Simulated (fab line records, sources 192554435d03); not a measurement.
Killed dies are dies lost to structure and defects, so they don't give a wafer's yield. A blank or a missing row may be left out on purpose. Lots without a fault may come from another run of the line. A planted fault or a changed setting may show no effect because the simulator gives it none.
Which tool did it? | flow n5_finfet | 10 lots, 29 wafers sampled, at 5 steps of a route of 1938

WHAT THE GAUGES READ, wafer by wafer
N5_BEOL_M4_RC_MEAS_101.
lot  | measured     | on        | EOT_N
L397 | day 7 15:28  | prober-01 | 10.53 10.56 10.59
L399 | day 8 07:23  | prober-01 | 10.51 10.39 10.44
L401 | day 8 14:43  | prober-01 | 15.14 10.56
L405 | day 9 15:35  | prober-02 | 15.16 10.35 14.92
L409 | day 10 15:11 | prober-02 | 10.50 10.61 10.56
L416 | day 12 03:55 | prober-01 | 10.47 10.55 10.59
L417 | day 13 00:05 | prober-02 | 10.51 10.60 10.65
L418 | day 13 03:38 | prober-02 | 10.48 10.61 10.53
L419 | day 13 10:11 | prober-02 | 10.58 10.49 10.45
L420 | day 13 10:06 | prober-01 | 10.56 10.64 10.69

WHICH TOOL RAN EACH LOT (tool, then ch and the chambers of the sampled wafers, then the start)
lot  | N5_DUMMY_REMOVAL_PRECLEAN_08       | N5_BEOL_M4_SPUTTER_86        | N5_BEOL_M4_ANNEAL_89         | N5_BEOL_M4_SPUTTER_94
L397 | remote_plasma-02 ch 0, day 3 20:42 | pvd_sputter-01, day 7 13:07  | pvd_sputter-01, day 7 13:25  | pvd_sputter-01, day 7 13:59
L399 | remote_plasma-01 ch 0, day 4 09:25 | pvd_sputter-01, day 8 05:11  | pvd_sputter-01, day 8 05:29  | pvd_sputter-01, day 8 06:04
L401 | remote_plasma-02 ch 0, day 4 21:10 | pvd_sputter-02, day 8 12:31  | pvd_sputter-02, day 8 12:49  | pvd_sputter-02, day 8 13:23
L405 | remote_plasma-02 ch 1, day 5 23:32 | pvd_sputter-03, day 9 13:22  | pvd_sputter-03, day 9 13:40  | pvd_sputter-03, day 9 14:15
L409 | remote_plasma-01 ch 0, day 6 23:40 | pvd_sputter-02, day 10 12:47 | pvd_sputter-02, day 10 13:05 | pvd_sputter-02, day 10 13:40
L416 | remote_plasma-01 ch 0, day 8 16:56 | pvd_sputter-02, day 12 01:14 | pvd_sputter-02, day 12 01:32 | pvd_sputter-02, day 12 02:07
L417 | remote_plasma-01 ch 0, day 9 00:40 | pvd_sputter-03, day 12 21:44 | pvd_sputter-03, day 12 22:02 | pvd_sputter-03, day 12 22:37
L418 | remote_plasma-01 ch 1, day 9 04:26 | pvd_sputter-01, day 13 01:25 | pvd_sputter-01, day 13 01:43 | pvd_sputter-01, day 13 02:18
L419 | remote_plasma-01 ch 1, day 9 11:40 | pvd_sputter-01, day 13 05:25 | pvd_sputter-01, day 13 05:43 | pvd_sputter-01, day 13 06:17
L420 | remote_plasma-02 ch 0, day 9 18:02 | pvd_sputter-01, day 13 07:17 | pvd_sputter-01, day 13 07:35 | pvd_sputter-01, day 13 08:10
- N5_DUMMY_REMOVAL_PRECLEAN_08: cleans in NF3:NH3, afs cycles 2, time 20 s, sublimation time 60 s.
- N5_BEOL_M4_SPUTTER_86: material Cu, target thk 4.5 nm, time 8.29 s.
- N5_BEOL_M4_ANNEAL_89: time 240 s.
- N5_BEOL_M4_SPUTTER_94: material Cu, target thk 4.5 nm, time 8.29 s.

THE ANSWER, worked out from the rows above alone
Rule: what is usual is taken from the lots themselves. Put in order of their means at a reading, lots are off if they are a third of the lots or fewer, leave a main group of 4 or more, and stand apart from it by a gap of 3 or more times the standard deviation of the main group's means; of several such gaps the widest counts. A main group whose means are all the same, to the digits that the tables above print for the reading, isn't used. A lot without any number at a reading at which 4 lots or more have one is off too. The other lots that the step has rows for count as sound.
Off: L401, L405, at N5_BEOL_M4_RC_MEAS_101 (EOT_N). The main group: mean 10.55, standard deviation 0.051.
A tool fits if, at a process step before that reading, it ran every lot that is off, and no sound lot after the first of them. The gauges at N5_BEOL_M4_RC_MEAS_101 are tried like those tools. None of those tried fits.

WHAT THE SIMULATOR HAD PUT IN
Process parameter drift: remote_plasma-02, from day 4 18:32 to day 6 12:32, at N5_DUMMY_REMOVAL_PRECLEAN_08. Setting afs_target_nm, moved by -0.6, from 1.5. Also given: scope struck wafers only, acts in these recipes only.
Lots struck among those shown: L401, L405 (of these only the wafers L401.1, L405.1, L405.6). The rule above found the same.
